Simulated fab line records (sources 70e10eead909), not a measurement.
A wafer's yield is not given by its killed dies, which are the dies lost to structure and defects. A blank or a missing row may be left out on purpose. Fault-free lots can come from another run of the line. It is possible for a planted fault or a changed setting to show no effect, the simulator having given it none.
The tool behind it: which one? ; flow nand-harc ; 21 wafers from 7 lots sampled at 2 of the route's 1159 steps

## WHAT THE GAUGES SHOWED, per wafer
NHARC_A_CHANNEL_HOLE_D1_INSPECT_12.
lot;measured;on;raw-defect-count
L115;day 8 21:00;defect-inspect-01;7 5 5
L117;day 9 12:59;defect-inspect-01;1 2 7
L126;day 11 19:58;defect-inspect-02;6 7 8
L129;day 12 08:10;defect-inspect-01;5 5 1
L132;day 12 21:37;defect-inspect-02;4 10 4
L135;day 13 16:48;defect-inspect-01;2 4 5
L136;day 14 01:07;defect-inspect-01;9 6 7

## TOOL THAT RAN EACH LOT (tool first, then ch and the chambers of the sampled wafers, then the start)
lot;NHARC_A_CHANNEL_HOLE_D1_DEP_00
L115;acl-dep-01 ch 0, day 8 18:52
L117;acl-dep-03 ch 0, day 9 08:31
L126;acl-dep-02 ch 0, day 11 16:50
L129;acl-dep-02 ch 0, day 12 06:10
L132;acl-dep-03 ch 0, day 12 19:36
L135;acl-dep-02 ch 0, day 13 13:58
L136;acl-dep-02 ch 0, day 13 22:40
- NHARC_A_CHANNEL_HOLE_D1_DEP_00: deposits aC, target thk 3100 nm.

## THE ANSWER, worked out from the rows above alone
Rule: the lots themselves supply what counts as usual. Put in order of their means at a reading, lots are off if they are a third of the lots or fewer, leave a main group of 4 or more, and stand apart from it by a gap of 3 or more times the standard deviation of the main group's means; of several such gaps the widest counts. The tables above print the reading to a certain number of digits; a main group whose means all agree to those digits is not used. Also off: a lot with no number at a reading for which 4 or more lots have one. The other lots that the step has rows for count as sound.
No lot is off at any reading shown: from this, nothing can be told.

## WHAT WAS PUT IN BY THE SIMULATOR
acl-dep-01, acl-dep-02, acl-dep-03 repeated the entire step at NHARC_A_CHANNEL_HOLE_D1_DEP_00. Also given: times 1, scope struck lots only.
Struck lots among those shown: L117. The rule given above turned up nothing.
